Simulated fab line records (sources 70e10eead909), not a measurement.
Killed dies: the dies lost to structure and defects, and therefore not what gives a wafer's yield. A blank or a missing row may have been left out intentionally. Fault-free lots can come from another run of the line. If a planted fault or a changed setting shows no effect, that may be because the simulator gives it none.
Check of tool commonality || flow nand-harc || Lots sampled 3, wafers sampled 9

## REASON IT WAS OPENED
On 3 of the 3 lots, a flag is raised at NHARC_END_SORT_01 on the reading killed-at-array. No-fault wafers: 52, standard deviation 17.
Rule: flag the lot when none of its wafers has a number, or when each of its wafers that has one lies beyond 4 standard deviations from that mean. The rest of the lots are taken to be sound.

{"lot": "L749", "measured": "day 28 20:31", "on": "prober-02", "killed-at-array, wafer by wafer": "672 675 672", "flag": "FLAGGED"}
{"lot": "L755", "measured": "day 32 20:58", "on": "prober-02", "killed-at-array, wafer by wafer": "673 668 666", "flag": "FLAGGED"}
{"lot": "L757", "measured": "day 33 03:28", "on": "prober-01", "killed-at-array, wafer by wafer": "675 673 672", "flag": "FLAGGED"}
The numbers of the flagged lots are 672 on average: +620 against the usual, or +36 standard deviations.

## EACH LOT AND THE TOOL IT RAN ON
Before the reading, the record contains 4 process steps out of a 1302-step route. In each cell: the tool, then ch and the chambers that the sampled wafers went through, then the start.
{"lot": "L749", "flag": "FLAGGED", "NHARC_A_CHANNEL_HOLE_D1_ETCH_25": "har-etch-01 ch 0,1, day 13 11:55", "NHARC_A_CHANNEL_HOLE_D1_STRIP_27": "rie-diel-11 ch 0,2,3, day 14 00:51 or earlier", "NHARC_A_CHANNEL_FILL_D1_ALD_16": "ald-hk-03 ch 1,2,3, day 14 00:51", "NHARC_A_CHANNEL_FILL_D1_CVD_18": "lpcvd-poly-01 ch 0, day 14 10:44"}
{"lot": "L755", "flag": "FLAGGED", "NHARC_A_CHANNEL_HOLE_D1_ETCH_25": "har-etch-01 ch 0,1, day 16 11:25", "NHARC_A_CHANNEL_HOLE_D1_STRIP_27": "rie-diel-11 ch 0,2,3, day 17 00:28 or earlier", "NHARC_A_CHANNEL_FILL_D1_ALD_16": "ald-hk-02 ch 0,1,2, day 17 00:28", "NHARC_A_CHANNEL_FILL_D1_CVD_18": "lpcvd-poly-01 ch 0, day 17 12:32"}
{"lot": "L757", "flag": "FLAGGED", "NHARC_A_CHANNEL_HOLE_D1_ETCH_25": "har-etch-01 ch 0,1, day 17 06:59", "NHARC_A_CHANNEL_HOLE_D1_STRIP_27": "rie-diel-11 ch 0,1,3, day 17 21:52 or earlier", "NHARC_A_CHANNEL_FILL_D1_ALD_16": "ald-hk-01 ch 1,2,3, day 17 21:52", "NHARC_A_CHANNEL_FILL_D1_CVD_18": "lpcvd-poly-01 ch 0, day 18 08:36"}
What these steps do:
- NHARC_A_CHANNEL_HOLE_D1_ETCH_25: etches the open film in C4F8/O2/Ar, time 1040.2 s, target depth 1500 nm.
- NHARC_A_CHANNEL_HOLE_D1_STRIP_27: strips in O2.
- NHARC_A_CHANNEL_FILL_D1_ALD_16: deposits SiO2, target thk 1.5 nm, pulse time 10 s, ald cycles 15.
- NHARC_A_CHANNEL_FILL_D1_CVD_18: deposits poly-Si, target thk 3 nm.
- NHARC_END_SORT_01

## FLAGGED OVER TOTAL, TOOL BY TOOL (the gauges that took the reading come last)
{"step": "NHARC_A_CHANNEL_HOLE_D1_ETCH_25", "tool": "har-etch-01", "lots run": 3, "flagged": 3, "share of the flagged lots": "all", "sound lots run after its first flagged lot": 0}
{"step": "NHARC_A_CHANNEL_HOLE_D1_STRIP_27", "tool": "rie-diel-11", "lots run": 3, "flagged": 3, "share of the flagged lots": "all", "sound lots run after its first flagged lot": 0}
{"step": "NHARC_A_CHANNEL_FILL_D1_ALD_16", "tool": "ald-hk-01", "lots run": 1, "flagged": 1, "share of the flagged lots": "some", "sound lots run after its first flagged lot": 0}
{"step": "NHARC_A_CHANNEL_FILL_D1_ALD_16", "tool": "ald-hk-02", "lots run": 1, "flagged": 1, "share of the flagged lots": "some", "sound lots run after its first flagged lot": 0}
{"step": "NHARC_A_CHANNEL_FILL_D1_ALD_16", "tool": "ald-hk-03", "lots run": 1, "flagged": 1, "share of the flagged lots": "some", "sound lots run after its first flagged lot": 0}
{"step": "NHARC_A_CHANNEL_FILL_D1_CVD_18", "tool": "lpcvd-poly-01", "lots run": 3, "flagged": 3, "share of the flagged lots": "all", "sound lots run after its first flagged lot": 0}
{"step": "NHARC_END_SORT_01", "tool": "prober-01", "lots run": 1, "flagged": 1, "share of the flagged lots": "some", "sound lots run after its first flagged lot": 0}
{"step": "NHARC_END_SORT_01", "tool": "prober-02", "lots run": 2, "flagged": 2, "share of the flagged lots": "some", "sound lots run after its first flagged lot": 0}
Because NHARC_A_CHANNEL_HOLE_D1_STRIP_27 lacks a start for some lots, the hours and order of its lots are taken from NHARC_A_CHANNEL_FILL_D1_ALD_16.

## WHAT THE TABLE PERMITS
In the table, 3 rows ran each flagged lot (har-etch-01 at NHARC_A_CHANNEL_HOLE_D1_ETCH_25; rie-diel-11 at NHARC_A_CHANNEL_HOLE_D1_STRIP_27; lpcvd-poly-01 at NHARC_A_CHANNEL_FILL_D1_CVD_18).
- har-etch-01 at NHARC_A_CHANNEL_HOLE_D1_ETCH_25: 3 of its 3 lots flagged. With no sound lot run before its first flagged lot in this sample, there is nothing to narrow down the start.
- rie-diel-11 at NHARC_A_CHANNEL_HOLE_D1_STRIP_27: 3 of its 3 lots flagged. With no sound lot run before its first flagged lot in this sample, there is nothing to narrow down the start.
- lpcvd-poly-01 at NHARC_A_CHANNEL_FILL_D1_CVD_18: 3 of its 3 lots flagged. With no sound lot run before its first flagged lot in this sample, there is nothing to narrow down the start.
These 3 tools cannot be told apart by counting lots, since each of them fits a fault that started at some hour. More lots, or a look at what each step does to the wafer, might.

## WHAT THE SIMULATOR PUT IN
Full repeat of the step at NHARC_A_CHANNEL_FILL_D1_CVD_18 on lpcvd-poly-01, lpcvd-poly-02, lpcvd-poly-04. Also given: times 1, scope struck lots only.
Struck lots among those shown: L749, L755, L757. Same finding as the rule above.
